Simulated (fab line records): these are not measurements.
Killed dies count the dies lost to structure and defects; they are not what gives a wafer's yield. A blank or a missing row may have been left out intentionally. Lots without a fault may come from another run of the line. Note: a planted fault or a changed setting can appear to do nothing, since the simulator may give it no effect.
Matching of chambers :: flow nand-harc :: NHARC_P_CONTACT_DEP_30 on pecvd-03: 3 sister chambers
The step deposits SiNx, target thk 30 nm. 3 wafers are shown with their chamber, then 7 later ones without.

## WAFERS, EACH WITH ITS CHAMBER
wafer: L284.4
chamber: 0
heater-power-w (W): 660

wafer: L288.1
chamber: 1
heater-power-w (W): 740

wafer: L288.2
chamber: 2
heater-power-w (W): 737

## WAFERS WITHOUT THEIR CHAMBER
wafer: L288.3
heater-power-w (W): 630

wafer: L290.3
heater-power-w (W): 615

wafer: L290.4
heater-power-w (W): 617

wafer: L290.6
heater-power-w (W): 748

wafer: L292.1
heater-power-w (W): 613

wafer: L292.4
heater-power-w (W): 842

wafer: L292.5
heater-power-w (W): 760

## WHICH CHAMBER EACH WENT THROUGH
wafer: L288.3
from the rows above: can't be placed: 0 or 2 or 1
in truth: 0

wafer: L290.3
from the rows above: can't be placed: 0 or 2 or 1
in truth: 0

wafer: L290.4
from the rows above: can't be placed: 0 or 2 or 1
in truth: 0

wafer: L290.6
from the rows above: can't be placed: 1 or 2 or 0
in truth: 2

wafer: L292.1
from the rows above: can't be placed: 0 or 2 or 1
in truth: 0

wafer: L292.4
from the rows above: can't be placed: 1 or 2 or 0
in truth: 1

wafer: L292.5
from the rows above: can't be placed: 1 or 2 or 0
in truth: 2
Correctly placed: 0 of 7. Unplaceable from these rows: 7, with the true chamber sitting among the candidates in 7. Placed wrongly: 0.
How it was worked out, from the rows above alone: a wafer's distance from a chamber is the root of the sum, over the readings, of the square of ((its reading less the chamber's mean) divided by the reading's scatter). If the next closest chamber is less than 2 further off than the closest, the wafer can't be placed; otherwise it belongs to the closest. Each chamber's mean is taken over the wafers shown for it. The scatter: root of mean squared gap, hidden wafer to nearest shown wafer, with one shown wafer a chamber.
